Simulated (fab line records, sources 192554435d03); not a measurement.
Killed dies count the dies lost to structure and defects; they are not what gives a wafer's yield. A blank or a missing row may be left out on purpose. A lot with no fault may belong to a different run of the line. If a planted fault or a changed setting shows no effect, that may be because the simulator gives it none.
fab line records    flow n5Finfet
record lots=5  wafers=15  lastDay=17
route steps=1938 shown BEOL_M7@1330 BEOL_M8@1332
lots untouched by any fault: they come from a run of this same line in which no faults occurred
startH: hours from the record's first day to the start of the lot's first wafer shown    waitH: hours from the lot's prior step to this one    " repeats the value in the row above    L1.1+2: a row that stands for several wafers    - no value present, or no start provided    * or withheld: withheld    < > ~ a bound
route shown NAME@n: NAME is a module with steps in the file, n the number in the route of the first one    usual: the fault-free wafers' mean and standard deviation    same: alike in all rows    chamber/n: place in a boat    sites: readings site by site    _std_site: standard deviation of those values    _edge_site: mean of outer sites minus mean of inner sites    radiusMm: for every site, how far away it sits from the centre of the wafer    mask NAME#n: copy n    behind: the most recent tool/chamber to have shaped the wafer    hold: why the lot was held/for how many hours/how that ended    device: transistor that didn't switch, given as n, p or np    end of line: at the end of the route, the tests of the same wafers    a step without rows: its recipe alone    killed: dies that structure and defects cost at the first sort, which is not the same as the wafer's yield    map: shows each die of a wafer: x if killed, . if not, _ if none is there
set.NAME: the run value of the setting; set.NAME@STEP: its run value at that earlier step    model.NAME: the simulator's own value behind a step, which no gauge read
a table for each step, a row for each wafer; lots at some steps of the route
services: the hour from which a tool's chamber was out of use, counted from the record's first day as startH (under 0 if before that day), plus the number of hours and why
## steps
# step N5_BEOL_M7_RS_MEAS_57
# recipe thkMeasGauge=four-point-probe  reads=Cu_of_BEOL_M7_ECD_50+Co_of_BEOL_M7_CVD_78+TaN_of_BEOL_M7_ALD_77
# usual M7_RS=0.288/0.0075
lot.wafer  tool          chamber  startH  waitH  M7_RS[ohm/sq]
L369.1     filmMetro-01  -        215.18  0.1    0.287
L369.2     "             -        "       "      0.272
L369.4     "             -        "       "      0.284
L373.1     filmMetro-02  -        234.16  0.1    0.302
L373.4     "             -        "       "      0.301
L373.6     "             -        "       "      0.282
L376.1     filmMetro-02  -        261.34  0.1    0.281
L376.2     "             -        "       "      0.296
L376.6     "             -        "       "      0.281
L387.3     filmMetro-02  -        316.36  0.1    0.279
L387.4     "             -        "       "      0.295
L387.6     "             -        "       "      0.292
L390.3     filmMetro-01  -        331.95  0.1    0.301
L390.4     "             -        "       "      0.293
L390.5     "             -        "       "      0.294
# step N5_BEOL_M7_INSPECT_58
# recipe inspectInstrument=darkfield  mode=postDep
# usual rawDefectCount=72/26
lot.wafer  tool              chamber  startH  waitH  rawDefectCount
L369.1     defectInspect-02  -        215.21  0.0    101
L369.2     "                 -        "       "      128
L369.4     "                 -        "       "      116
L373.1     defectInspect-02  -        234.19  0.0    89
L373.4     "                 -        "       "      55
L373.6     "                 -        "       "      105
L376.1     defectInspect-01  -        261.37  0.0    42
L376.2     "                 -        "       "      71
L376.6     "                 -        "       "      68
L387.3     defectInspect-01  -        316.39  0.0    99
L387.4     "                 -        "       "      111
L387.6     "                 -        "       "      93
L390.3     defectInspect-02  -        331.97  0.0    55
L390.4     "                 -        "       "      75
L390.5     "                 -        "       "      77
# step N5_BEOL_M8_ILD_DEP_00
# recipe material=SiCOH_lowk  targetThkA=1797.5  tempC=300  precursor=DEMS/porogen  pressureTorr=5  rfW=500  timeS=33.4
# step N5_BEOL_M8_CURE_74
# recipe tempC=385  timeS=240  ambient=He/Ar  material=SiCOH_lowk
# usual lampPowerPct=52.32/0.052  wafer_temp_C_max=386.8/0.54
# same timeS=240
lot.wafer  tool       chamber  startH  waitH  lampPowerPct  wafer_temp_C_max
L369.1     uvCure-03  0        215.61  0.3    52.29         386.6
L369.2     "          0        "       "      52.31         386.2
L369.4     "          0        "       "      52.38         386.0
L373.1     uvCure-01  0        234.29  0.0    52.29         386.4
L373.4     "          0        "       "      52.33         386.2
L373.6     "          0        "       "      52.37         386.4
L376.1     uvCure-03  2        261.60  0.2    52.25         387.2
L376.2     "          2        "       "      52.28         386.9
L376.6     "          2        "       "      52.27         387.6
L387.3     uvCure-02  1        316.65  0.2    52.31         387.1
L387.4     "          1        "       "      52.36         387.7
L387.6     "          1        "       "      52.45         386.7
L390.3     uvCure-03  0        332.49  0.5    52.33         386.4
L390.4     "          0        "       "      52.29         386.2
L390.5     "          0        "       "      52.40         386.1
# step N5_BEOL_M8_THK_MEAS_01
# recipe reads=SiCOH_lowk_of_BEOL_M8_ILD_DEP_00
# usual M8_ILD_THK=155.1/1.7
lot.wafer  tool          chamber  startH  waitH  M8_ILD_THK[nm]
L369.1     filmMetro-01  -        216.12  0.4    155.4
L369.2     "             -        "       "      153.7
L369.4     "             -        "       "      157.7
L373.1     filmMetro-01  -        234.80  0.4    153.2
L373.4     "             -        "       "      154.5
L373.6     "             -        "       "      154.2
L376.1     filmMetro-02  -        262.60  0.8    155.9
L376.2     "             -        "       "      154.9
L376.6     "             -        "       "      157.8
L387.3     filmMetro-02  -        317.00  0.3    153.0
L387.4     "             -        "       "      155.3
L387.6     "             -        "       "      155.5
L390.3     filmMetro-01  -        332.84  0.3    155.1
L390.4     "             -        "       "      156.8
L390.5     "             -        "       "      155.6
# step N5_BEOL_M8_PECVD_70
# recipe material=SiO2  targetThkA=200  tempC=400  precursor=TEOS/O2  pressureTorr=5.5  rfW=450  teosFlowSccm=53.8  gas=O2  flowSccm=3000  timeS=22.7
# usual heaterPowerW=645/78  showerheadPlenumPTorr=8.76/0.035  throttleValvePct=22.1/0.85
# same timeS=22.7
lot.wafer  tool      chamber  startH  waitH  heaterPowerW  showerheadPlenumPTorr  throttleValvePct
L369.1     pecvd-04  0        216.16  0.0    744           8.73                   21.7
L369.2     "         1        "       "      684           8.74                   23.6
L369.4     "         0        "       "      758           8.74                   22.0
L373.1     pecvd-04  0        234.84  0.0    736           8.76                   22.1
L373.4     "         2        "       "      646           8.81                   20.7
L373.6     "         1        "       "      534           8.74                   23.7
L376.1     pecvd-03  2        262.63  0.0    765           8.71                   21.4
L376.2     "         0        "       "      650           8.77                   21.9
L376.6     "         2        "       "      784           8.71                   21.5
L387.3     pecvd-04  0        317.04  0.0    734           8.73                   22.3
L387.4     "         2        "       "      583           8.77                   21.0
L387.6     "         1        "       "      655           8.77                   23.6
L390.3     pecvd-03  2        332.88  0.0    724           8.69                   21.7
L390.4     "         0        "       "      726           8.78                   21.9
L390.5     "         1        "       "      600           8.75                   21.4
# step N5_BEOL_M8_HM_DEP_02
# recipe material=TiN  targetThkA=200  tempC=25  chamberPressurePa=0.49996
# usual throttleValvePct=29.8/1
lot.wafer  tool           chamber  startH  waitH  throttleValvePct
L369.1     pvdSputter-01  -        217.95  1.8    31.1
L369.2     "              -        "       "      30.8
L369.4     "              -        "       "      28.7
L373.1     pvdSputter-02  -        236.36  1.5    30.2
L373.4     "              -        "       "      28.7
L373.6     "              -        "       "      28.7
L376.1     pvdSputter-01  -        264.94  2.3    30.1
L376.2     "              -        "       "      30.9
L376.6     "              -        "       "      28.5
L387.3     pvdSputter-01  -        317.90  0.8    28.5
L387.4     "              -        "       "      30.8
L387.6     "              -        "       "      30.9
L390.3     pvdSputter-02  -        334.34  1.4    29.0
L390.4     "              -        "       "      30.2
L390.5     "              -        "       "      29.9
# step N5_BEOL_M8_COAT_59
# recipe resist=SOC  tempC=250  timeS=60  spinRpm=1500  resistThkNm=100
# step N5_BEOL_M8_COAT_60
# recipe resist=SiARC  tempC=220  timeS=60  spinRpm=1500  resistThkNm=35
# step N5_BEOL_M8_COAT_05
# recipe resist=CAR-ArF  spinRpm=1500  resistThkNm=90
# step N5_BEOL_M8_EBR_07
# recipe solvent=PGMEA  ebrWidthMm=1.5
# step N5_BEOL_M8_SOFTBAKE_06
# recipe tempC=110  timeS=60  resist=CAR-ArF
# step N5_BEOL_M8_EXPOSE_08
# recipe maskId=M8  na=1.35  sourceShape=dipole  sigmaInner=0.817  sigmaOuter=0.97  polarization=te  doseMj=68.25
# usual reticleTempC=22.98/0.096
# same dipoleOpeningDeg=35  sigmaOuter=0.97
lot.wafer  tool            chamber  startH  waitH  mask  reticleTempC
L369.1     arfiScanner-03  0        218.32  -      M8#0  23.10
L369.2     "               0        "       "      M8#0  22.96
L369.4     "               0        "       "      M8#0  22.96
L373.1     arfiScanner-03  0        236.61  -      M8#0  22.95
L373.4     "               0        "       "      M8#0  22.78
L373.6     "               0        "       "      M8#0  22.76
L376.1     arfiScanner-03  0        265.19  -      M8#0  22.97
L376.2     "               0        "       "      M8#0  23.11
L376.6     "               0        "       "      M8#0  22.95
L387.3     arfiScanner-02  0        318.16  -      M8#0  22.95
L387.4     "               0        "       "      M8#0  22.85
L387.6     "               0        "       "      M8#0  22.98
L390.3     arfiScanner-01  0        334.72  -      M8#0  23.13
L390.4     "               0        "       "      M8#0  22.94
L390.5     "               0        "       "      M8#0  23.08
# step N5_BEOL_M8_PEB_09
# recipe pebTempC=withheld  pebTimeS=60  resist=CAR-ArF
# step N5_BEOL_M8_DEVELOP_10
# recipe developTimeS=30  developer=TMAH  resist=CAR-ArF  rinseLiquid=diw  dry=airSpin  devTempC=23
# step N5_BEOL_M8_CD_MEAS_11
# recipe targetCdNm=38.5  landingEnergyEv=500  detector=seInlens  polarity=opening
# usual cdNm=38.7/0.45
lot.wafer  tool      chamber  startH  waitH  cdNm
L369.1     cdSem-01  0        218.45  -      39.3
L369.2     "         0        "       "      39.3
L369.4     "         0        "       "      38.6
L373.1     cdSem-01  0        236.74  -      38.9
L373.4     "         0        "       "      38.7
L373.6     "         0        "       "      38.3
L376.1     cdSem-01  0        265.32  -      37.1
L376.2     "         0        "       "      37.9
L376.6     "         0        "       "      38.1
L387.3     cdSem-03  0        318.28  -      39.1
L387.4     "         0        "       "      38.9
L387.6     "         0        "       "      37.9
L390.3     cdSem-02  0        334.84  -      37.8
L390.4     "         0        "       "      38.6
L390.5     "         0        "       "      38.6
# step N5_BEOL_M8_OVL_MEAS_12
# recipe pointsPerWafer=44
# usual M8_OVL=0.2/0.72
# same pointsPerWafer=44
lot.wafer  tool        chamber  startH  waitH  M8_OVL[nm]
L369.1     overlay-01  0        218.48  0.0    -0.8
L369.2     "           0        "       "      -0.7
L369.4     "           0        "       "      0.3
L373.1     overlay-01  0        236.77  0.0    -0.1
L373.4     "           0        "       "      -0.2
L373.6     "           0        "       "      1.3
L376.1     overlay-01  0        265.35  0.0    -0.2
L376.2     "           0        "       "      -0.2
L376.6     "           0        "       "      -0.4
L387.3     overlay-01  0        318.31  0.0    0.3
L387.4     "           0        "       "      -0.6
L387.6     "           0        "       "      0.0
L390.3     overlay-02  0        334.86  0.0    1.1
L390.4     "           0        "       "      1.2
L390.5     "           0        "       "      0.9
# step N5_BEOL_M8_INSPECT_13
# recipe mode=adi  inspectInstrument=brightfield
# usual rawDefectCount=402/98
lot.wafer  tool              chamber  startH  waitH  rawDefectCount
L369.1     defectInspect-02  -        218.50  0.0    475
L369.2     "                 -        "       "      512
L369.4     "                 -        "       "      478
L373.1     defectInspect-01  -        236.79  0.0    518
L373.4     "                 -        "       "      406
L373.6     "                 -        "       "      520
L376.1     defectInspect-01  -        265.37  0.0    325
L376.2     "                 -        "       "      297
L376.6     "                 -        "       "      346
L387.3     defectInspect-01  -        318.33  0.0    482
L387.4     "                 -        "       "      518
L387.6     "                 -        "       "      507
L390.3     defectInspect-02  -        334.89  0.0    344
L390.4     "                 -        "       "      363
L390.5     "                 -        "       "      393
# step N5_BEOL_M8_DESCUM_16
# recipe chemistry=O2  timeS=7.9  sourcePowerW=50  biasPowerW=20  pressureMtorr=20  rfFrequencyHz=2.712e+07  tempC=40  resist=CAR-ArF  o2FlowSccm=225
# step N5_BEOL_M8_ETCH_61
# recipe chemistry=CF4  target=SiARC  targetDepthA=455  maskMaterial=CAR-ArF  timeS=75.8  ionEnergyEv=80  pressureMtorr=40  sourceW=545  biasW=36  Ar_flow_sccm=100  cf4FlowSccm=100  ends=cleared
# usual drypumpMotorCurrentA=5.9/0.42  etchRfOnTimeS=75.9/1.1  oesProductAu=0.69/0.09  rfVppV=184.1/1  showerheadPlenumPTorr=2.15/0.053  throttleValvePct=15.63/0.27
lot.wafer  tool        chamber  startH  waitH  drypumpMotorCurrentA  etchRfOnTimeS  oesProductAu  rfHoursCounterH  rfVppV  showerheadPlenumPTorr  throttleValvePct  model.BEOL_M8.cdOffsetNm
L369.1     rieDiel-03  1        218.92  0.0    6.0                   75.7           0.81          6                183.0   2.11                   15.51             0.8
L369.2     "           0        "       "      5.5                   76.4           0.58          242              183.4   2.19                   15.68             0.6
L369.4     "           2        "       "      5.8                   78.1           0.59          -                183.1   2.12                   15.81             0.4
L373.1     rieDiel-01  2        237.17  0.0    5.9                   77.3           0.62          168              182.6   2.14                   15.53             0
L373.4     "           0        "       "      6.5                   76.8           0.72          -                185.6   2.26                   15.69             0
L373.6     "           3        "       "      6.1                   75.1           0.71          -                184.6   2.17                   15.70             -0.4
L376.1     rieDiel-04  1        265.44  0.0    5.7                   75.7           0.64          174              185.9   2.22                   15.92             -1.4
L376.2     "           0        "       "      5.4                   76.6           0.83          2                183.7   2.11                   15.19             -1
L376.6     "           0        "       "      5.4                   76.1           0.83          -                182.0   2.11                   15.21             -0.6
L387.3     rieDiel-04  2        318.49  0.0    5.2                   75.8           0.59          242              187.1   2.11                   16.00             0.6
L387.4     "           3        "       "      6.0                   75.6           0.73          49               182.2   2.09                   15.39             0.2
L387.6     "           1        "       "      5.8                   76.9           0.62          -                184.6   2.21                   15.95             -0.4
L390.3     rieDiel-03  3        335.62  0.0    6.1                   75.2           0.77          38               184.0   2.09                   15.34             -0.2
L390.4     "           1        "       "      6.0                   75.9           0.74          -                183.5   2.10                   15.56             0.2
L390.5     "           0        "       "      5.5                   75.0           0.79          -                184.8   2.18                   15.23             0.4
# step N5_BEOL_M8_ETCH_62
# recipe chemistry=N2/H2  target=SOC  targetDepthA=1100  overetchA=220  maskMaterial=SiARC  tempC=40  timeS=165  ionEnergyEv=200  pressureMtorr=30  sourceW=840  biasW=150  n2FlowSccm=200  h2FlowSccm=200
# usual drypumpMotorCurrentA=5.9/0.42  oesProductAu=0.68/0.086  rfVppV=524.1/2  showerheadPlenumPTorr=2.55/0.066  tempC=40.00/0.12  throttleValvePct=17.89/0.25
# same timeS=165
lot.wafer  tool        chamber  startH  waitH  drypumpMotorCurrentA  oesProductAu  rfHoursCounterH  rfVppV  showerheadPlenumPTorr  tempC  throttleValvePct
L369.1     rieDiel-03  1        218.98  0.0    6.0                   0.79          6                521.2   2.50                   39.98  17.86
L369.2     "           0        "       "      5.5                   0.58          242              526.3   2.62                   40.00  17.86
L369.4     "           2        "       "      5.8                   0.60          -                523.5   2.53                   40.03  18.04
L373.1     rieDiel-01  2        237.23  0.0    5.9                   0.63          168              524.2   2.54                   40.06  17.79
L373.4     "           0        "       "      6.5                   0.73          -                528.0   2.69                   39.94  17.89
L373.6     "           3        "       "      6.1                   0.69          -                523.7   2.57                   40.03  17.93
L376.1     rieDiel-04  1        265.50  0.0    5.7                   0.63          174              526.2   2.64                   40.05  18.21
L376.2     "           0        "       "      5.4                   0.81          2                523.3   2.50                   40.05  17.56
L376.6     "           0        "       "      5.4                   0.82          -                522.0   2.50                   40.13  17.56
L387.3     rieDiel-04  2        318.55  0.0    5.2                   0.58          242              522.1   2.50                   40.08  18.18
L387.4     "           3        "       "      6.0                   0.72          49               522.1   2.48                   40.10  17.71
L387.6     "           1        "       "      5.7                   0.62          -                526.3   2.64                   40.05  18.25
L390.3     rieDiel-03  3        335.68  0.0    6.1                   0.75          38               521.3   2.48                   40.23  17.55
L390.4     "           1        "       "      6.0                   0.74          -                523.0   2.49                   40.00  17.89
L390.5     "           0        "       "      5.5                   0.78          -                525.3   2.60                   40.02  17.49
# step N5_BEOL_M8_STRIP_68
# recipe chemistry=N2/H2  tempC=40  n2FlowSccm=200  h2FlowSccm=200  rfFrequencyHz=6e+07
# step N5_BEOL_M8_STRIP_67
# recipe chemistry=CF4  resist=SiARC  powerW=300  biasPowerW=75  pressureMtorr=50  cf4FlowSccm=150  rfFrequencyHz=6e+07
# usual drypumpMotorCurrentA=5.9/0.42  oesProductAu=0.81/0.1  rfVppV=271.3/1.3  showerheadPlenumPTorr=1.80/0.044  throttleValvePct=13.61/0.29
lot.wafer  tool        chamber  startH  waitH  drypumpMotorCurrentA  oesProductAu  rfHoursCounterH  rfVppV  showerheadPlenumPTorr  throttleValvePct
L369.1     rieDiel-03  1        219.13  0.0    6.0                   0.95          6                271.0   1.77                   13.44
L369.2     "           0        "       "      5.5                   0.68          242              271.9   1.84                   13.68
L369.4     "           2        "       "      5.7                   0.71          -                270.8   1.78                   13.80
L373.1     rieDiel-01  2        237.37  0.0    5.9                   0.74          168              271.3   1.79                   13.51
L373.4     "           0        "       "      6.4                   0.85          -                273.2   1.90                   13.64
L373.6     "           3        "       "      6.1                   0.83          -                272.6   1.82                   13.65
L376.1     rieDiel-04  1        265.64  0.0    5.7                   0.74          174              272.4   1.86                   13.92
L376.2     "           0        "       "      5.4                   0.96          2                270.4   1.77                   13.15
L376.6     "           0        "       "      5.4                   0.98          -                270.8   1.77                   13.13
L387.3     rieDiel-04  2        318.69  0.0    5.2                   0.69          242              272.2   1.77                   13.99
L387.4     "           3        "       "      6.0                   0.85          49               270.0   1.76                   13.34
L387.6     "           1        "       "      5.7                   0.73          -                270.5   1.86                   13.97
L390.3     rieDiel-03  3        335.83  0.0    6.1                   0.90          38               270.9   1.76                   13.32
L390.4     "           1        "       "      6.0                   0.87          -                269.3   1.76                   13.49
L390.5     "           0        "       "      5.5                   0.91          -                272.1   1.83                   13.22
# step N5_BEOL_M8_HM_OPEN_17
# recipe chemistry=Cl2/BCl3  targetDepthA=200  overetchA=60  target=TiN  maskMaterial=SOC  ionEnergyEv=150  pressureMtorr=10  icpW=1000  biasW=126  Cl2_flow_sccm=53.25  bcl3FlowSccm=21.75  Ar_flow_sccm=25
# usual drypumpMotorCurrentA=6.0/0.37  oesProductAu=0.67/0.077  throttleValvePct=22.06/0.15
lot.wafer  tool         chamber  startH  waitH  drypumpMotorCurrentA  oesProductAu  rfHoursCounterH  throttleValvePct  model.BEOL_M8.cdOffsetNm
L369.1     rieMetal-03  0        219.17  0.0    6.5                   0.70          24               22.00             0.8
L369.2     "            1        "       "      5.9                   0.76          8                21.92             0.8
L369.4     "            0        "       "      6.5                   0.71          -                22.00             0.4
L373.1     rieMetal-02  1        237.44  0.1    6.3                   0.72          23               22.01             -0.2
L373.4     "            0        "       "      5.8                   0.60          -                22.25             0
L373.6     "            1        "       "      6.3                   0.73          -                21.98             -0.4
L376.1     rieMetal-02  1        265.68  0.0    6.3                   0.71          26               22.02             -1.4
L376.2     "            0        "       "      5.7                   0.58          88               22.27             -1
L376.6     "            0        "       "      5.7                   0.58          -                22.28             -0.8
L387.3     rieMetal-02  1        318.76  0.1    6.3                   0.70          -                22.02             0.8
L387.4     "            0        "       "      5.7                   0.57          -                22.29             0.4
L387.6     "            0        "       "      5.7                   0.58          -                22.28             -0.4
L390.3     rieMetal-01  1        335.90  0.1    5.3                   0.78          -                21.75             -0.2
L390.4     "            0        "       "      5.4                   0.57          -                22.22             -0.2
L390.5     "            1        "       "      5.3                   0.78          -                21.74             0.4
# step N5_BEOL_M8_STRIP_19
# recipe chemistry=O2  powerW=400  tempC=40  pressureMtorr=30  rfFrequencyHz=6e+07  biasPowerW=0  overashFraction=0.2  o2FlowSccm=225
## services
tool            chamber  startH  hours  kind
uvCure-01       -        204.45  1.0    pm
arfiScanner-03  -        211.25  1.0    pm
arfiScanner-03  -        212.71  0.8    pm
uvCure-01       -        213.27  5.0    pm
rieMetal-02     -        227.80  2.8    pm
arfiScanner-02  -        228.11  0.8    pm
rieDiel-01      1        228.63  16.2   repair
arfiScanner-02  -        229.04  36.0   pm
arfiScanner-01  -        238.40  9.7    repair
uvCure-03       -        238.98  1.0    pm
rieDiel-03      -        239.55  1.0    repair
uvCure-01       -        245.56  5.9    repair
arfiScanner-01  -        250.83  1.3    pm
uvCure-03       -        251.75  7.5    pm
arfiScanner-01  -        257.66  3.9    pm
rieDiel-03      1        261.09  19.7   repair
pecvd-03        -        263.84  1.6    repair
arfiScanner-03  -        278.34  28.3   repair
rieMetal-02     1        287.03  22.4   repair
arfiScanner-03  -        306.68  1.3    pm
pecvd-03        -        307.52  3.1    repair
arfiScanner-03  -        328.29  0.6    repair
rieDiel-03      2        333.64  14.0   repair
pecvd-04        -        335.62  0.3    repair
## key
firstSign step=N5_BEOL_M8_CD_MEAS_11  reading=cdNm  direction=down  sigmas=2.7  usual=38.7  struck=37.5
effect none on later readings
modelEffect step=N5_BEOL_M8_ETCH_61  value=BEOL_M8.cdOffsetNm  without=-0.1  struck=-1.2
modelEffect step=N5_BEOL_M8_HM_OPEN_17  value=BEOL_M8.cdOffsetNm  without=-0.1  struck=-1.2
metAt N5_BEOL_M8_EXPOSE_08
struckWafers L376.1,L376.2
onsetBetween 236.61 265.19
fault kind=processParameterDrift  tool=arfiScanner-03  chamber=-  onsetH=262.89  steps=N5_BEOL_M8_EXPOSE_08  channel=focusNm  offset=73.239  shape=step  endH=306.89  scope=struckWafersOnly
